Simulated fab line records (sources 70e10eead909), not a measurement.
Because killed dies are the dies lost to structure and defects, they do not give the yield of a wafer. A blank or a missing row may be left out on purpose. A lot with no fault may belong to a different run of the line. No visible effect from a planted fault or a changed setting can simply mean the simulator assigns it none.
fab line records	flow nandHarc
record lots=6	wafers=18	lastDay=23
route steps=1159 shown A_CONTACT@912 END@1159
lots untouched by any fault: they come from a run of this same line in which no faults occurred
startH: hours from the record's first day to the start of the lot's first wafer shown	waitH: hours from the lot's prior step to this one	" same as the row above	L1.1+2: a single row standing in for several wafers	- value missing, or start not given	* or withheld: withheld	< > ~ a bound
route shown NAME@n: NAME is a module with steps in the file, n the number in the route of the first one	usual: the fault-free wafers' mean and standard deviation	same: alike in all rows	chamber/n: place in a boat	sites: the reading at each site	_std_site: how widely they spread, as a standard deviation	_edge_site: inner sites' mean taken away from outer sites' mean	radiusMm: for every site, how far away it sits from the centre of the wafer	mask NAME#n: copy n	behind: the most recent tool/chamber to have shaped the wafer	hold: why the lot was held/for how many hours/how that ended	device: the n, p or np transistor that did not switch	end of line: the tests these same wafers got at the end of their route	a step without rows: its recipe alone	killed: dies lost to structure and defects at the first sort, not the wafer's yield	map: dies across one wafer; x = killed, . = not, _ = none there
set.NAME: the setting that was run; set.NAME@STEP: the one run at that earlier step	model.NAME: the simulator's own value behind a step, which no gauge read
a table for each step, a row for each wafer; lots at some steps of the route
services: when a tool's chamber went out of use (startH, in hours from the record's first day, below 0 if earlier), for how many hours, and the reason
## steps
# step NHARC_A_CONTACT_ETCH_132
# recipe sourceW=withheld	pressureMtorr=20	biasV=1200	timeS=156	targetDepthA=9580	arFlowSccm=withheld	c4f8FlowSccm=withheld	o2FlowSccm=withheld	chemistry=C4F8/O2/Ar
# step NHARC_A_CONTACT_ETCH_133
# recipe sourceW=withheld	pressureMtorr=20	biasV=400	timeS=195	targetDepthA=8400	arFlowSccm=withheld	c4f8FlowSccm=11.5	o2FlowSccm=7.2	chemistry=C4F8/O2/Ar
# same timeS=195
lot.wafer	tool	chamber	startH	waitH	rfHoursCounterH
L972.2	harCapEtch-02	1	387.27	0.1	13
L972.1	"	0	"	"	13
L972.4	"	1	"	"	-
L979.2	harCapEtch-01	1	443.71	0.1	68
L979.4	"	1	"	"	-
L979.6	"	1	"	"	-
L980.1	harCapEtch-02	1	449.07	0.1	21
L980.6	"	1	"	"	-
L980.5	"	0	"	"	-
L983.3	harCapEtch-02	0	453.14	0.2	-
L983.6	"	0	"	"	-
L983.5	"	1	"	"	-
L985.1	harCapEtch-01	1	464.99	0.1	73
L985.3	"	1	"	"	-
L985.6	"	0	"	"	-
L987.2	harCapEtch-03	1	474.90	0.1	101
L987.1	"	0	"	"	101
L987.4	"	1	"	"	-
# step NHARC_A_CONTACT_ETCH_91
# recipe targetDepthA=400	overEtchFrac=0.5	timeS=85.7	ionEnergyEv=120	ch3fFlowSccm=50	o2FlowSccm=30	arFlowSccm=200	rfW=500	biasW=100	chemistry=CH3F/O2
# usual ch3fFlowSccm=50.00/0.17	drypumpMotorCurrentA=5.5/0.3	oesProductAu=0.940/0.026	rfVppV=244.0/1.8	showerheadPlenumPTorr=2.45/0.12	throttleValvePct=20.664/0.0096
# same timeS=85.7
lot.wafer	tool	chamber	startH	waitH	ch3fFlowSccm	drypumpMotorCurrentA	oesProductAu	rfHoursCounterH	rfVppV	showerheadPlenumPTorr	throttleValvePct
L972.2	rieDiel-11	3	387.83	0.5	49.91	5.7	1.000	3	243.8	2.40	20.660
L972.1	"	1	"	"	49.92	5.0	1.010	3	246.2	2.54	20.671
L972.4	"	2	"	"	50.27	5.8	1.007	3	246.3	2.58	20.670
L979.2	rieDiel-11	1	444.32	0.6	49.95	5.0	0.950	13	246.2	2.53	20.661
L979.6	"	0	"	"	49.94	5.6	0.946	-	240.2	2.27	20.662
L979.4	"	1	"	"	49.96	5.1	0.944	-	246.5	2.53	20.670
L980.1	rieDiel-11	0	449.77	0.7	49.78	5.6	0.933	15	241.3	2.27	20.659
L980.6	"	0	"	"	49.65	5.6	0.931	-	241.8	2.27	20.661
L980.5	"	1	"	"	50.14	5.0	0.938	-	244.9	2.53	20.672
L983.3	rieDiel-01	1	453.64	0.5	50.04	5.6	0.922	47	246.7	2.61	20.656
L983.6	"	0	"	"	49.94	5.5	0.928	-	244.1	2.44	20.665
L983.5	"	1	"	"	50.22	5.6	0.918	-	245.7	2.61	20.650
L985.3	rieDiel-09	3	465.52	0.4	49.83	6.0	0.927	7	244.5	2.50	20.665
L985.1	"	1	"	"	49.86	5.6	0.922	8	243.5	2.44	20.649
L985.6	"	2	"	"	49.85	5.6	0.920	-	242.5	2.33	20.642
L987.1	rieDiel-11	2	475.46	0.5	49.62	5.8	0.929	17	245.0	2.57	20.651
L987.2	"	0	"	"	50.16	5.6	0.937	20	243.2	2.27	20.655
L987.4	"	1	"	"	49.64	5.1	0.933	20	246.0	2.53	20.652
# step NHARC_A_CONTACT_ETCH_97
# recipe targetDepthA=200	overEtchFrac=0.5	timeS=10	ionEnergyEv=250	c4f6FlowSccm=25	o2FlowSccm=20	arFlowSccm=500	rfW=600	biasW=500	chemistry=C4F6/O2
# usual drypumpMotorCurrentA=5.5/0.31	oesProductAu=0.967/0.02	rfVppV=547/3.7	showerheadPlenumPTorr=3.91/0.17	throttleValvePct=26.904/0.009
# same timeS=10
lot.wafer	tool	chamber	startH	waitH	drypumpMotorCurrentA	oesProductAu	rfHoursCounterH	rfVppV	showerheadPlenumPTorr	throttleValvePct
L972.4	rieDiel-11	3	-	-	5.7	1.004	3	544	3.83	26.888
L972.1	"	1	"	"	5.1	1.020	3	548	4.04	26.901
L972.2	"	2	"	"	5.9	1.015	3	551	4.10	26.912
L979.4	rieDiel-11	0	444.45	0.1	5.6	0.972	14	541	3.64	26.904
L979.2	"	2	"	"	5.8	1.013	10	550	4.10	26.905
L979.6	"	0	"	"	5.6	0.965	-	542	3.64	26.891
L980.1	rieDiel-11	1	-	-	5.1	0.968	14	549	4.03	26.908
L980.5	"	3	"	"	5.6	0.952	-	544	3.83	26.928
L980.6	"	0	"	"	5.6	0.984	-	541	3.64	26.916
L983.3	rieDiel-01	3	-	-	5.0	0.966	37	549	4.02	26.911
L983.6	"	3	"	"	5.0	0.965	-	549	4.02	26.899
L983.5	"	0	"	"	5.6	0.972	-	547	3.89	26.896
L985.1	rieDiel-09	1	-	-	5.6	0.936	8	547	3.89	26.888
L985.3	"	2	"	"	5.6	0.938	7	543	3.73	26.900
L985.6	"	3	"	"	6.0	0.954	-	547	3.99	26.909
L987.4	rieDiel-11	1	-	-	5.0	0.952	20	550	4.03	26.904
L987.2	"	2	"	"	5.8	0.964	17	549	4.10	26.912
L987.1	"	0	"	"	5.6	0.943	20	541	3.64	26.907
# step NHARC_A_CONTACT_CD_MEAS_80
# usual cdNm=189.4/0.66
lot.wafer	tool	chamber	startH	waitH	cdNm
L972.1	cdSem-02	-	388.05	-	189.7
L972.2	"	-	"	"	190.2
L972.4	"	-	"	"	189.8
L979.2	cdSem-02	-	444.53	-	188.6
L979.4	"	-	"	"	189.4
L979.6	"	-	"	"	189.7
L980.1	cdSem-02	-	449.99	-	190.1
L980.5	"	-	"	"	190.0
L980.6	"	-	"	"	189.8
L983.3	cdSem-03	-	454.05	-	189.9
L983.5	"	-	"	"	190.5
L983.6	"	-	"	"	189.6
L985.1	cdSem-03	-	465.73	-	189.5
L985.3	"	-	"	"	188.4
L985.6	"	-	"	"	188.9
L987.1	cdSem-02	-	475.69	-	189.0
L987.2	"	-	"	"	189.1
L987.4	"	-	"	"	189.3
# step NHARC_A_CONTACT_STRIP_103
# recipe n2FlowSccm=150	h2FlowSccm=150	arFlowSccm=0	biasW=0	chemistry=N2/H2
# step NHARC_A_CONTACT_STRIP_104
# recipe cf4FlowSccm=100	chf3FlowSccm=30	arFlowSccm=0	biasW=0	chemistry=CF4/CHF3
# step NHARC_A_CONTACT_STRIP_105
# recipe o2FlowSccm=400	cosFlowSccm=20	arFlowSccm=0	biasW=0	chemistry=O2/COS
# step NHARC_A_CONTACT_ETCH_106
# recipe targetDepthA=600	overetchA=60	timeS=33	ionEnergyEv=100	cf4FlowSccm=80	o2FlowSccm=20	arFlowSccm=0	rfW=300	biasW=100	chemistry=CF4/O2
# usual drypumpMotorCurrentA=5.5/0.32	oesProductAu=1.004/0.01	rfVppV=197.6/1.5	showerheadPlenumPTorr=1.33/0.059	throttleValvePct=13.395/0.0093
# same timeS=33
lot.wafer	tool	chamber	startH	waitH	drypumpMotorCurrentA	oesProductAu	rfHoursCounterH	rfVppV	showerheadPlenumPTorr	throttleValvePct
L972.1	rieDiel-11	1	388.34	0.1	5.1	1.018	3	198.5	1.38	13.381
L972.2	"	2	"	"	5.8	1.019	3	200.1	1.40	13.413
L972.4	"	3	"	"	5.7	1.001	3	197.5	1.30	13.383
L979.2	rieDiel-11	3	444.82	0.1	5.7	0.991	13	196.6	1.30	13.401
L979.4	"	2	"	"	5.9	1.012	10	199.7	1.40	13.390
L979.6	"	3	"	"	5.6	0.999	-	197.1	1.30	13.416
L980.1	rieDiel-11	3	450.35	0.1	5.7	1.002	14	197.0	1.30	13.375
L980.6	"	0	"	"	5.6	1.020	-	195.5	1.23	13.400
L980.5	"	1	"	"	5.0	1.007	-	199.4	1.38	13.397
L983.3	rieDiel-11	3	454.34	0.1	5.7	0.998	15	195.9	1.30	13.396
L983.5	"	3	"	"	5.6	1.003	-	197.5	1.30	13.393
L983.6	"	0	"	"	5.6	1.014	-	194.0	1.23	13.404
L985.3	rieDiel-09	2	466.22	0.1	5.6	0.990	8	194.8	1.26	13.378
L985.1	"	3	"	"	6.0	0.990	8	197.9	1.36	13.404
L985.6	"	1	"	"	5.6	0.992	-	197.8	1.32	13.397
L987.1	rieDiel-01	0	476.15	0.1	5.5	1.001	54	197.3	1.32	13.407
L987.2	"	1	"	"	5.6	0.991	59	198.6	1.42	13.389
L987.4	"	3	"	"	5.0	1.010	-	199.3	1.37	13.399
# step NHARC_A_CONTACT_STRIP_82
# recipe o2FlowSccm=500	arFlowSccm=0	biasW=0	chemistry=O2
# step NHARC_A_CONTACT_STRIP_83
# recipe timeS=600	tempC=30	chemistry=postEtchResidueRemover
# step NHARC_A_CONTACT_DEP_84
# recipe targetThkA=20000	tempC=400	material=aC
# usual throttleValvePct=35.001/0.0095
lot.wafer	tool	chamber	startH	waitH	throttleValvePct
L972.1	aclDep-03	0	389.00	-	35.018
L972.2	"	0	"	"	35.006
L972.4	"	0	"	"	35.014
L979.2	aclDep-03	0	448.02	-	34.994
L979.4	"	0	"	"	34.995
L979.6	"	0	"	"	34.994
L980.1	aclDep-03	0	451.00	-	34.995
L980.5	"	0	"	"	35.001
L980.6	"	0	"	"	34.992
L983.3	aclDep-02	0	456.27	-	34.989
L983.5	"	0	"	"	35.000
L983.6	"	0	"	"	34.997
L985.1	aclDep-01	0	467.91	-	35.000
L985.3	"	0	"	"	34.994
L985.6	"	0	"	"	35.012
L987.1	aclDep-02	0	476.88	-	35.008
L987.2	"	0	"	"	34.989
L987.4	"	0	"	"	34.983
# step NHARC_A_CONTACT_DEP_85
# recipe targetThkA=500	targetThkNm=50	tempC=400	pressureTorr=3.5	flowSccm=200	rfW=350	material=SiON
# usual heaterPowerW=729/71
lot.wafer	tool	chamber	startH	waitH	heaterPowerW
L972.2	pecvd-04	1	390.46	1.0	874
L972.1	"	0	"	"	723
L972.4	"	2	"	"	677
L979.2	pecvd-02	1	449.08	0.9	674
L979.4	"	0	"	"	648
L979.6	"	1	"	"	649
L980.1	pecvd-02	1	452.56	1.4	732
L980.6	"	1	"	"	717
L980.5	"	0	"	"	604
L983.3	pecvd-04	0	457.12	0.6	726
L983.6	"	0	"	"	732
L983.5	"	1	"	"	819
L985.1	pecvd-01	0	469.23	1.1	702
L985.3	"	1	"	"	678
L985.6	"	0	"	"	721
L987.1	pecvd-01	0	478.25	1.2	673
L987.2	"	1	"	"	648
L987.4	"	1	"	"	636
# step NHARC_A_CONTACT_DEHYDRATE_00
# recipe tempC=150	timeS=120
# step NHARC_A_CONTACT_HMDS_01
# recipe timeS=30
# step NHARC_A_CONTACT_COAT_86
# recipe tempC=260	timeS=75
# step NHARC_A_CONTACT_COAT_87
# recipe tempC=225	timeS=65
# step NHARC_A_CONTACT_COAT_02
# recipe spinRpm=1500	resistThkNm=90
# step NHARC_A_CONTACT_SOFTBAKE_03
# recipe tempC=105	timeS=55
# step NHARC_A_CONTACT_EBR_04
# step NHARC_A_CONTACT_EXPOSE_05
# recipe na=1.35	sigmaOuter=0.8	doseMj=84.24	maskId=A_CC
# step NHARC_A_CONTACT_PEB_06
# recipe pebTempC=100	pebTimeS=65
# step NHARC_A_CONTACT_DEVELOP_07
# recipe developTimeS=35	devTempC=23
# step NHARC_A_CONTACT_CD_MEAS_08
# recipe targetCdNm=100	landingEnergyEv=500
# usual cdNm=100.3/0.53
lot.wafer	tool	chamber	startH	waitH	cdNm
L972.1	cdSem-02	0	391.06	-	100.5
L972.2	"	0	"	"	100.6
L972.4	"	0	"	"	101.4
L979.2	cdSem-02	0	449.76	-	100.3
L979.4	"	0	"	"	100.6
L979.6	"	0	"	"	100.9
L980.1	cdSem-02	0	453.24	-	99.9
L980.5	"	0	"	"	99.9
L980.6	"	0	"	"	100.1
L983.3	cdSem-01	0	457.72	-	100.2
L983.5	"	0	"	"	100.0
L983.6	"	0	"	"	100.6
L985.1	cdSem-03	0	469.92	-	100.4
L985.3	"	0	"	"	99.9
L985.6	"	0	"	"	100.1
L987.1	cdSem-01	0	478.84	-	100.3
L987.2	"	0	"	"	100.4
L987.4	"	0	"	"	100.7
# step NHARC_A_CONTACT_OVL_MEAS_09
# usual overlayXNm=0.0/0.89	overlayYNm=0.1/0.89
lot.wafer	tool	chamber	startH	waitH	overlayXNm	overlayYNm
L972.1	overlay-01	-	391.15	-	-0.2	0.1
L972.2	"	-	"	"	0.1	0.4
L972.4	"	-	"	"	-0.1	0.1
L979.2	overlay-02	-	449.85	-	1.6	0.1
L979.4	"	-	"	"	1.8	-0.3
L979.6	"	-	"	"	1.8	0.0
L980.1	overlay-02	-	453.33	-	-0.5	-0.6
L980.5	"	-	"	"	0.4	-0.1
L980.6	"	-	"	"	-0.2	-0.7
L983.3	overlay-02	-	457.80	-	0.5	0.0
L983.5	"	-	"	"	-0.7	-0.1
L983.6	"	-	"	"	0.2	0.1
L985.1	overlay-01	-	470.01	-	-0.3	0.3
L985.3	"	-	"	"	-0.5	0.8
L985.6	"	-	"	"	-0.6	0.5
L987.1	overlay-01	-	478.93	-	-0.8	-0.4
L987.2	"	-	"	"	-1.2	-0.9
L987.4	"	-	"	"	-0.7	-0.4
# step NHARC_A_CONTACT_INSPECT_10
# usual rawDefectCount=31/17
lot.wafer	tool	chamber	startH	waitH	rawDefectCount
L972.1	defectInspect-02	-	391.19	0.0	28
L972.2	"	-	"	"	20
L972.4	"	-	"	"	18
L979.2	defectInspect-02	-	449.88	0.0	476
L979.4	"	-	"	"	478
L979.6	"	-	"	"	483
L980.1	defectInspect-01	-	453.36	0.0	429
L980.5	"	-	"	"	448
L980.6	"	-	"	"	478
L983.3	defectInspect-01	-	457.84	0.0	14
L983.5	"	-	"	"	18
L983.6	"	-	"	"	13
L985.1	defectInspect-02	-	470.04	0.0	67
L985.3	"	-	"	"	55
L985.6	"	-	"	"	42
L987.1	defectInspect-01	-	478.97	0.0	24
L987.2	"	-	"	"	27
L987.4	"	-	"	"	35
# step NHARC_A_CONTACT_DESCUM_13
# recipe timeS=3	o2FlowSccm=200	arFlowSccm=0	biasPowerW=0	chemistry=O2
# step NHARC_END_SORT_01
# recipe tempC=25
# usual killedAtArray=29/13	killedAtOther=0.7/1	killedAtPeriphery=3.2/2.3	killedDies=33/13	killedOpen=3.3/1.7	killedShort=2.0/1.5
# same grossDies=677
lot.wafer	tool	chamber	startH	waitH	killedAtArray	killedAtOther	killedAtPeriphery	killedDies	killedOpen	killedShort
L980.1	prober-01	0	505.67	2.5	77	1	4	82	4	1
L980.5	prober-01	0	508.90	3.7	60	1	13	74	2	3
L980.6	prober-01	0	509.70	4.0	80	0	3	83	1	2
L979.2	prober-02	0	506.42	2.8	105	0	1	106	3	4
L979.4	prober-02	0	508.00	3.4	85	1	2	88	2	5
L979.6	prober-02	0	509.58	3.9	87	0	2	89	2	10
# killed by level:class
L980.1 A_CONTACT:unspecified=48 A_STAIRCASE:chamberFilmFlake=9 A_BLC:chamberFilmFlake=5 A_BONDPAD:chamberFilmFlake=5 A_CHANNEL_HOLE_D1:chamberFilmFlake=3 P_ZERO_WELL:chamberFilmFlake=2 P_M1:chamberFilmFlake=2 A_WL_FILL:chamberFilmFlake=2
L979.2 A_CONTACT:unspecified=52 A_CHANNEL_HOLE_D1:chamberFilmFlake=16 A_SLIT:chamberFilmFlake=15 A_STAIRCASE:chamberFilmFlake=7 A_CONTACT:chamberFilmFlake=6 A_CHANNEL_FILL_D1:geometricParticle:open=2 A_CHANNEL_FILL_D1:geometricParticle:short=1 A_WL_FILL:geometricParticle:short=1
L979.4 A_CONTACT:unspecified=46 A_CHANNEL_HOLE_D1:chamberFilmFlake=16 A_SLIT:chamberFilmFlake=13 A_CONTACT:chamberFilmFlake=4 A_CHANNEL_FILL_D1:geometricParticle:short=2 P_M1:geometricParticle:open=1 A_SGD_CUT:geometricParticle:short=1 A_M0:geometricParticle:short=1
L980.5 A_CONTACT:unspecified=47 P_ZERO_WELL:chamberFilmFlake=7 P_M1:chamberFilmFlake=4 A_STAIRCASE:chamberFilmFlake=4 A_CONTACT:chamberFilmFlake=2 P_CONTACT:geometricParticle:open=1 A_SOURCE_PLATE:geometricParticle:short=1 A_CHANNEL_FILL_D1:geometricParticle:open=1
L979.6 A_CONTACT:unspecified=48 A_CHANNEL_HOLE_D1:chamberFilmFlake=15 A_SLIT:chamberFilmFlake=10 A_ONON_D1:geometricParticle:short=2 A_CHANNEL_FILL_D1:geometricParticle:short=2 A_ZERO_WELL:chamberFilmFlake=2 P_CONTACT:geometricParticle:short=1 P_M0:geometricParticle:short=1
L980.6 A_CONTACT:unspecified=54 A_CHANNEL_HOLE_D1:chamberFilmFlake=8 A_STAIRCASE:chamberFilmFlake=6 A_BLC:chamberFilmFlake=3 A_BONDPAD:chamberFilmFlake=3 A_WL_FILL:chamberFilmFlake=2 A_CONTACT:chamberFilmFlake=2 P_M0:geometricParticle:short=1
# map L979.2 (x killed, . not)
____________x____________
_________...xxxx_________
_______.....xxxx.._______
______..x...xx.x...______
_____x.x...x........_____
____xxx..............____
____xxx...........x..____
___xxxxx...........x..___
___xxxxx........x.....___
__xxxxx................__
__xxxxxx.........x.....__
_xxxxxx................._
_xxxxxxx................_
_xxxxx.......x.........._
_..xx..................._
_x..x............x......_
..x........x.............
.....x...................
...........x.............
x..........xx.x..........
...............x.......x.
_.....x.x......xx......._
_............x.........._
_......................._
_......................._
_...............x......._
__.....................__
__.........x..x.x......__
___...x........x......___
___...........x.x.x...___
____..........xx.xx..____
____x..........xx....____
_____............xx._____
______.............______
_______........xx._______
_________......._________
____________.____________
# map L980.6 (x killed, . not)
____________x____________
_________......._________
_______.......x..._______
______.......x.....______
_____x.x............_____
____xxxx.............____
____xxxx.............____
___xxxxx..............___
___xxxx.x.............___
__xxxxxx...............__
__xxxxxx...............__
_xxxxxx....x............_
_xxxxxx................._
_xxxxx........x...x....._
_xxxxx........x.x......._
_..x........x......x..x._
......x.........xx....x..
....x.....x.......x......
...............x.........
.....x...................
....x....................
_....x.x................_
_......................._
_......x................_
_..................x...._
_............x.........._
__.....................__
__.....................__
___..........x........___
___...................___
____.....x...........____
____.................____
_____..............._____
______.............______
_______..........._______
_________......._________
____________.____________
## services
tool	chamber	startH	hours	kind
rieDiel-11	-	367.16	9.0	pm
rieDiel-11	0	367.16	9.0	ventCycle
rieDiel-11	1	367.16	9.0	ventCycle
rieDiel-11	2	367.16	9.0	ventCycle
rieDiel-11	3	367.16	9.0	ventCycle
pecvd-04	-	376.00	13.0	pm
rieDiel-11	0	376.16	-	clean
rieDiel-11	1	376.16	-	clean
rieDiel-11	2	376.16	-	clean
rieDiel-11	3	376.16	-	clean
rieDiel-11	0	400.69	-	clean
rieDiel-11	1	400.69	-	clean
pecvd-01	2	401.50	17.3	repair
rieDiel-01	1	402.50	4.2	repair
aclDep-03	-	405.61	13.0	pm
pecvd-01	-	418.21	13.0	pm
rieDiel-01	0	427.90	15.1	repair
rieDiel-09	-	432.00	9.0	pm
rieDiel-01	3	436.30	5.6	repair
pecvd-02	2	446.75	8.0	repair
pecvd-01	-	457.06	0.3	repair
rieDiel-09	0	468.52	4.2	repair
rieDiel-01	2	468.70	7.5	repair
aclDep-01	-	474.91	13.0	pm
## key
firstSign step=NHARC_A_CONTACT_INSPECT_10	reading=rawDefectCount	direction=up	sigmas=26	usual=31	struck=465
effect step=NHARC_END_SORT_01	reading=killedDies	direction=up	sigmas=4.2	usual=33	struck=87
moreKillsBornAt NHARC_A_CONTACT_DEP_85@pecvd-02=295
metAt NHARC_A_CONTACT_DEP_85
struckWafers L979.2,L979.4,L979.6,L980.1,L980.5,L980.6
testerLeftOut L979,L980
alsoFits NHARC_A_CONTACT_DEP_84:aclDep-03
fault kind=chamberParticleSource	tool=pecvd-02	chamber=-	onsetH=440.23	steps=NHARC_A_CONTACT_DEP_85	ratePerVisitCm2=0.70348	endH=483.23
# testerLeftOut: of these lots the tester's yield and bins aren't shown, on N5 and GAA mostly nor the transistor test; their killed dies are dies lost to structure and defects alone, not to doping, threshold or leakage, so they don't give the yield
